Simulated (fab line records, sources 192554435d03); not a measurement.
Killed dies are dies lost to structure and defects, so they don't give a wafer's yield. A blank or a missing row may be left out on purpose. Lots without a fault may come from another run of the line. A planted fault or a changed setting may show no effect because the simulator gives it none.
Split-lot experiment | flow n5_finfet | 7 lots, 21 wafers read, on a route of 1938 steps

THE SPLIT
At N5_BEOL_M10_COAT_22 (resist thk 90 nm), the setting spin_rpm was moved away from the recipe's 1500 rpm on 6 of the 21 wafers read, by -7.1% to +8.7%. The other wafers ran this setting at the recipe's value.

FROM THE SPLIT TO THE READING: what the file shows between them, 4 steps
- N5_BEOL_M10_EBR_24
- N5_BEOL_M10_SOFTBAKE_23: time 60 s
- N5_BEOL_M10_EXPOSE_25: exposes mask V9
- N5_BEOL_M10_PEB_26: peb time 60 s

THE READING
CAR-ArF_of_BEOL_M10_COAT_22.thk_nm (the simulator's own value, which no gauge read), in nm, at N5_BEOL_M10_DEVELOP_27 (develop time 30 s). The file gives no usual value for it. The 15 wafers here that ran the recipe average 88.3 nm, standard deviation 0.17 nm.

wafer  | tool, chamber at the split | spin_rpm as run, rpm | against the recipe | CAR-ArF_of_BEOL_M10_COAT_22.thk_nm, nm | against lot-mates on the recipe
L076.2 | litho_track-01, 0          | 1500                 | recipe             | 88.4                                   | -
L076.3 | litho_track-01, 0          | 1419                 | -5.4%              | 90.8                                   | +2.4
L076.4 | litho_track-01, 0          | 1419                 | -5.4%              | 90.6                                   | +2.2
L078.1 | litho_track-02, 0          | 1500                 | recipe             | 88.2                                   | -
L078.2 | litho_track-02, 0          | 1500                 | recipe             | 88.2                                   | -
L078.5 | litho_track-02, 0          | 1500                 | recipe             | 88.4                                   | -
L079.1 | litho_track-05, 0          | 1630                 | +8.7%              | 84.6                                   | -3.9
L079.3 | litho_track-05, 0          | 1500                 | recipe             | 88.4                                   | -
L079.5 | litho_track-05, 0          | 1500                 | recipe             | 88.6                                   | -
L080.3 | litho_track-05, 0          | 1500                 | recipe             | 88                                     | -
L080.5 | litho_track-05, 0          | 1500                 | recipe             | 88                                     | -
L080.6 | litho_track-05, 0          | 1500                 | recipe             | 88                                     | -
L085.2 | litho_track-02, 0          | 1500                 | recipe             | 88.2                                   | -
L085.4 | litho_track-02, 0          | 1500                 | recipe             | 88.2                                   | -
L085.5 | litho_track-02, 0          | 1393                 | -7.1%              | 91.4                                   | +3.2
L087.1 | litho_track-05, 0          | 1579                 | +5.3%              | 86.2                                   | -2.2
L087.2 | litho_track-05, 0          | 1579                 | +5.3%              | 86.2                                   | -2.2
L087.6 | litho_track-05, 0          | 1500                 | recipe             | 88.4                                   | -
L091.1 | litho_track-02, 0          | 1500                 | recipe             | 88.4                                   | -
L091.2 | litho_track-02, 0          | 1500                 | recipe             | 88.4                                   | -
L091.4 | litho_track-02, 0          | 1500                 | recipe             | 88.2                                   | -

THE FIT
A straight line over all 21 wafers: CAR-ArF_of_BEOL_M10_COAT_22.thk_nm changes by -0.426 nm for each +1% of spin_rpm; r = -0.99; the points scatter about the line by 0.17 nm.
The same after taking each lot's own level away (the mean of its wafers on the recipe; 21 wafers): -0.436 nm for each +1%; r = -1.00; scatter 0.086 nm.
On that fit, the largest move of spin_rpm shifts the reading by 3.8 nm.
The lots' own levels span 88.00 to 88.50 nm, that is 2.9 times the standard deviation above.
So the lot-to-lot level changes the slope little: the two slopes agree.
Check: with one of the wafers moved furthest among these (+8.7%) left out of the fit, the line predicts -3.71 nm for it against its lot-mates. It came out at -3.9 nm against them.

OTHER SPLITS ON THESE WAFERS
These wafers also went through other splits before the reading. Each is held against what the fit with the lots' levels taken away leaves over:
other split on the same wafers   | wafers away from the commonest value | r with CAR-ArF_of_BEOL_M10_COAT_22.thk_nm (lot level and that fit taken away)
N5_BEOL_M6_COAT_64 spin_rpm      | 6                                    | +0.10
N5_BEOL_M7_COAT_05 spin_rpm      | 6                                    | -0.29
N5_BEOL_M8_EXPOSE_08 dose_mj     | 9                                    | -0.08
N5_BEOL_M8_DESCUM_16 time_s      | 8                                    | +0.25
N5_BEOL_M8_TRENCH_ETCH_37 bias_w | 7                                    | -0.08

THE WHOLE CHAIN: every reading that the file lists as answering this split, in the file's order
step                   | what it does      | reading                                                                             | change (the file's fit)               | r (the file's)
N5_BEOL_M10_COAT_22    | resist thk 90 nm  | CAR-ArF_of_BEOL_M10_COAT_22.thk_nm (the simulator's own value, which no gauge read) | -0.45 nm for each +1% of the setting  | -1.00
N5_BEOL_M10_DEVELOP_27 | develop time 30 s | CAR-ArF_of_BEOL_M10_COAT_22.thk_nm (the simulator's own value, which no gauge read) | -0.441 nm for each +1% of the setting | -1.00

THE FILE'S OWN FIT
CAR-ArF_of_BEOL_M10_COAT_22.thk_nm changes by -0.441 nm for each +1% of spin_rpm, r = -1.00.
